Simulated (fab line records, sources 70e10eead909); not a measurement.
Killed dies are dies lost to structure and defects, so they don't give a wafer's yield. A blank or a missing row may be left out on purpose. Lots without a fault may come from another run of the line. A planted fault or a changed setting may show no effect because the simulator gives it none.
A struck lot beside a sound one | flow nand_harc | 14 steps out of a route of 1302
Sound: wafers L602.2, L602.3, L602.4. Struck: wafer L608.4. (L608.3 of the same lot was not struck and is left out.) The cause comes at the end.
At each step with rows: each side's tool, then ch and its chambers, then its first start. Under that, the readings that differ: sound wafers | struck wafers | difference of the means | sigmas: that difference in standard deviations of wafers without a fault.
alike: readings whose means differ by less than 2 such deviations, and words and numbers that are the same on both sides. not compared: withheld readings, readings that some wafer has no value for, bounds like >300 that may hide the same value, and numbers for which the record gives no deviation and whose values overlap.
The two part at a step that has a row with sigmas, a row that says differs or no value, or rows on one side only. Numbers that don't overlap but have no deviation are shown without sigmas and don't part them. A reading that every wafer of one side lacks parts them only if that side has two wafers or more.

first, 5 steps without rows for these wafers: NHARC_A_CHANNEL_HOLE_D1_SOFTBAKE_05 (time 55 s); NHARC_A_CHANNEL_HOLE_D1_EBR_06; NHARC_A_CHANNEL_HOLE_D1_EXPOSE_07 (exposes mask HOLE D1, target cd 100 nm); NHARC_A_CHANNEL_HOLE_D1_PEB_08 (peb time 65 s); NHARC_A_CHANNEL_HOLE_D1_DEVELOP_09 (develop time 35 s).
NHARC_A_CHANNEL_HOLE_D1_CD_MEAS_10: target cd 100 nm.
  sound on cd_sem-02 ch 0, day 9 14:48; struck on cd_sem-02 ch 0, day 12 01:14
  alike: cd_nm
NHARC_A_CHANNEL_HOLE_D1_OVL_MEAS_11:
  sound on overlay-01, day 9 14:53; struck on overlay-01, day 12 01:20
  reading           | sound          | struck | difference | sigmas
  overlay_y_nm (nm) | -1.5 -1.2 -0.9 | 2.5    | +3.7       | +4
  alike: overlay_x_nm
NHARC_A_CHANNEL_HOLE_D1_INSPECT_12:
  sound on defect_inspect-01, day 9 14:55; struck on defect_inspect-02, day 12 01:23
  alike: raw_defect_count
NHARC_A_CHANNEL_HOLE_D1_DESCUM_15: chemistry O2, time 3 s.
  sound on rie_diel-10 ch 0,1,3, day 9 14:59; struck on rie_diel-10 ch 1, day 12 01:26
  alike: drypump_motor_current_A, oes_product_au, rf_vpp_V, showerhead_plenum_p_Torr, throttle_valve_pct
  not compared: rf_hours_counter_h
NHARC_A_CHANNEL_HOLE_D1_ETCH_38: etches the open film in CF4, target depth 39 nm, time 65 s.
  sound on rie_diel-10 ch 0,3, day 9 15:05; struck on rie_diel-10 ch 1, day 12 01:32
  alike: drypump_motor_current_A, oes_product_au, rf_vpp_V, run_length_s, showerhead_plenum_p_Torr, throttle_valve_pct
  not compared: rf_hours_counter_h
NHARC_A_CHANNEL_HOLE_D1_ETCH_39: etches the open film in N2/H2, target depth 260 nm, time 325 s.
  sound on rie_diel-10 ch 0,1,3; struck on rie_diel-10 ch 1
  alike: drypump_motor_current_A, h2_flow_sccm, oes_product_au, rf_vpp_V, run_length_s, showerhead_plenum_p_Torr, throttle_valve_pct
  not compared: rf_hours_counter_h
NHARC_A_CHANNEL_HOLE_D1_ETCH_34: etches the open film in CF4/CHF3, target depth 154 nm, time 77 s.
  sound on rie_diel-10 ch 0,1; struck on rie_diel-10 ch 0
  reading               | sound             | struck | difference | sigmas
  oes_product_au (a.u.) | 0.934 0.918 0.928 | 0.996  | +0.069     | +3
  alike: drypump_motor_current_A, rf_vpp_V, run_length_s, showerhead_plenum_p_Torr, throttle_valve_pct
  not compared: rf_hours_counter_h
NHARC_A_CHANNEL_HOLE_D1_ETCH_16: etches the open film in O2/COS, target depth 3100 nm, time 806 s.
  sound on rie_diel-10 ch 0,1,3, day 9 15:36; struck on rie_diel-10 ch 1, day 12 01:58
  reading          | sound             | struck | difference | sigmas
  run_length_s (s) | 827.8 826.7 826.6 | 605.5  | -221.5     | -99 or more
  alike: drypump_motor_current_A, oes_product_au, rf_vpp_V, showerhead_plenum_p_Torr, throttle_valve_pct
  not compared: rf_hours_counter_h
NHARC_A_CHANNEL_HOLE_D1_CD_MEAS_18:
  sound on cd_sem-03, day 9 16:19; struck on cd_sem-03, day 12 02:33
  alike: cd_nm

WHERE THEY PART
First at NHARC_A_CHANNEL_HOLE_D1_OVL_MEAS_11; last, within this record, at NHARC_A_CHANNEL_HOLE_D1_ETCH_16. Later steps at which nothing parts them and some readings are alike: NHARC_A_CHANNEL_HOLE_D1_CD_MEAS_18.

WHY: what the simulator had put in
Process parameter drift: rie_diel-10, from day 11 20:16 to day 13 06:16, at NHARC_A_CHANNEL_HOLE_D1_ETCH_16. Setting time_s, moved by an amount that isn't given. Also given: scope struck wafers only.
